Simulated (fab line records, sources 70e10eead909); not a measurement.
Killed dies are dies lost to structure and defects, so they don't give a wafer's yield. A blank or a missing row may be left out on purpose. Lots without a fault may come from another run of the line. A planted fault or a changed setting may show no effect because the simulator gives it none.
Which tool did it? | flow nand_harc | 6 lots, 18 wafers sampled, at 5 steps of a route of 1159

WHAT THE GAUGES READ, wafer by wafer
NHARC_END_SORT_01.
lot  | measured     | on        | killed_at_array
L689 | day 22 18:23 | prober-01 | 18 674 13

WHICH TOOL RAN EACH LOT (tool, then ch and the chambers of the sampled wafers, then the start)
lot  | NHARC_A_WL_FILL_STRIP_27             | NHARC_A_WL_FILL_ALD_10           | NHARC_A_WL_FILL_ETCHBACK_16                   | NHARC_A_WL_FILL_ALD_19
L676 | plasma_asher-01 ch 0,1, day 15 17:59 | ald_hk-02 ch 1,3, day 15 20:50   | rie_diel-04 ch 0,2,3, day 16 06:34 or earlier | ald_metal-03 ch 1,2,3, day 16 06:34
L682 | plasma_asher-01 ch 0,1, day 16 07:49 | ald_hk-02 ch 0,3, day 16 14:58   | rie_diel-04 ch 0,1,2, day 16 23:24 or earlier | ald_metal-03 ch 0,1,2, day 16 23:24
L686 | plasma_asher-01 ch 0,1, day 18 01:21 | ald_hk-03 ch 1,3, day 18 08:50   | rie_diel-11 ch 0,1,3, day 18 17:37 or earlier | ald_metal-04 ch 0,1,2, day 18 17:37
L689 | plasma_asher-02 ch 0,1, day 18 05:27 | ald_hk-04 ch 1,2,3, day 18 11:18 | rie_diel-10 ch 0,1,3, day 18 21:05 or earlier | ald_metal-02 ch 1,2,3, day 18 21:05
L688 | plasma_asher-02 ch 0,1, day 18 16:48 | ald_hk-04 ch 0,1,3, day 19 00:17 | rie_diel-04 ch 1,2,3, day 19 10:09 or earlier | ald_metal-04 ch 0,2,3, day 19 10:09
L696 | plasma_asher-02 ch 0,1, day 20 11:52 | ald_hk-02 ch 1,2,3, day 20 17:38 | rie_diel-04 ch 0,1,2, day 21 03:37 or earlier | ald_metal-04 ch 1,2,3, day 21 03:37
- NHARC_A_WL_FILL_STRIP_27: strips in N2/H2, time 20 s.
- NHARC_A_WL_FILL_ALD_10: deposits SiO2, target thk 50 nm, pulse time 10 s, ald cycles 500.
- NHARC_A_WL_FILL_ETCHBACK_16: etches the open film in C4F8/O2/Ar, target depth 88 nm, time 17.6 s.
- NHARC_A_WL_FILL_ALD_19: deposits TiN, target thk 2 nm, pulse time 3 s, ald cycles 100.

THE ANSWER, worked out from the rows above alone
Rule: what is usual is taken from the lots themselves. Put in order of their means at a reading, lots are off if they are a third of the lots or fewer, leave a main group of 4 or more, and stand apart from it by a gap of 3 or more times the standard deviation of the main group's means; of several such gaps the widest counts. A main group whose means are all the same, to the digits that the tables above print for the reading, isn't used. A lot without any number at a reading at which 4 lots or more have one is off too. The other lots that the step has rows for count as sound.
No lot is off at any reading shown: from this, nothing can be told.

WHAT THE SIMULATOR HAD PUT IN
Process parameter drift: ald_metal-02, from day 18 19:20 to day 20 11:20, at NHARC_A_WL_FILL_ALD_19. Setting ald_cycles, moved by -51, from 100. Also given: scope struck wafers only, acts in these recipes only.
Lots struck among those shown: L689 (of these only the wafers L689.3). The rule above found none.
